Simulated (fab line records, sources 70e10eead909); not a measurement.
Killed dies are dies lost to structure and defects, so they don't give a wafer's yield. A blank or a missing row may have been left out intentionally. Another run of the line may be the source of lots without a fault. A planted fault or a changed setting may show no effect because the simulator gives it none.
A lot that was struck, set against a sound lot -- flow nand_harc -- 14 steps out of a route of 1302
Sound: the wafers L463.3, L463.5, L463.6. Struck: wafers L471.1, L471.2, L471.6. The cause comes at the end.
At each step with rows: each side's tool, then ch and its chambers, then its first start. Under that, the readings that differ: sound wafers -- struck wafers -- difference of the means -- sigmas: that difference in standard deviations of wafers without a fault.
alike: readings whose means differ by less than 2 such deviations, and words and numbers that are the same on both sides. not compared: withheld readings, readings that some wafer has no value for, bounds like >300 that may hide the same value, and numbers for which the record gives no deviation and whose values overlap.
Wherever a step has rows on one side only, a row that says differs or no value, or a row with sigmas, the two part there. Non-overlapping numbers with no deviation appear without sigmas and do not part them. Lack of a reading on every wafer of one side parts them only where that side has two or more wafers.

first, 8 steps without rows for these wafers: NHARC_THIN_TSV_DEHYDRATE_25 (time 120 s); NHARC_THIN_TSV_HMDS_26 (time 30 s); NHARC_THIN_TSV_COAT_27; NHARC_THIN_TSV_SOFTBAKE_28 (time 95 s); NHARC_THIN_TSV_EBR_29; NHARC_THIN_TSV_EXPOSE_30 (exposes mask PAD); NHARC_THIN_TSV_PEB_31 (peb time 85 s); NHARC_THIN_TSV_DEVELOP_32 (time 70 s).
NHARC_THIN_TSV_CD_MEAS_33: target cd 5000 nm.
  sound on cd_sem-03 ch 0, day 27 09:30; struck on cd_sem-02 ch 0, day 31 09:29
  alike: cd_nm
then, 1 step without rows for these wafers: NHARC_THIN_TSV_HARDBAKE_34 (time 80 s).
NHARC_THIN_TSV_DESCUM_35: chemistry O2, time 3 s.
  sound on rie_diel-13 ch 0,2,3, day 27 09:42; struck on rie_diel-12 ch 1,2,3, day 31 09:40
  alike: drypump_motor_current_A, o2_flow_sccm, oes_product_au, rf_vpp_V, showerhead_plenum_p_Torr, throttle_valve_pct
  not compared: rf_hours_counter_h
NHARC_THIN_TSV_ETCH_59: etches the open film in Cl2/BCl3, target depth 880 nm, time 138.1 s.
  sound on rie_metal-01 ch 1, day 27 09:56; struck on rie_metal-01 ch 0,1, day 31 09:46
  alike: bias_w, drypump_motor_current_A, oes_product_au, run_length_s, throttle_valve_pct
  not compared: rf_hours_counter_h
NHARC_THIN_TSV_ETCH_36: etches the open film in Cl2/BCl3, target depth 65 nm, time 18.571 s.
  sound on rie_metal-01 ch 1, day 27 10:17; struck on rie_metal-01 ch 0,1, day 31 10:02
reading,sound,struck,difference,sigmas
run_length_s (s),39.4 39.7 39.4,34.6 34.6 35.0,-4.8,-12
  alike: drypump_motor_current_A, oes_product_au
  not compared: rf_hours_counter_h
NHARC_THIN_TSV_STRIP_56: strips in O2.
  sound on plasma_asher-02 ch 0,1, day 27 10:32; struck on plasma_asher-01 ch 0,1, day 31 10:08
reading,sound,struck,difference,sigmas
rf_refl_power_W (W),- - -,14 22 14,no value on the sound wafers,
  alike: drypump_motor_current_A, heater_power_w
  not compared: rf_hours_counter_h

WHERE THEY PART
Earliest at NHARC_THIN_TSV_ETCH_36; latest, in this record, at NHARC_THIN_TSV_STRIP_56.

WHY: the cause the simulator had injected
Process parameter drift: rie_metal-01, from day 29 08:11 on, at NHARC_THIN_TSV_ETCH_36. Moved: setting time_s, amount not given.
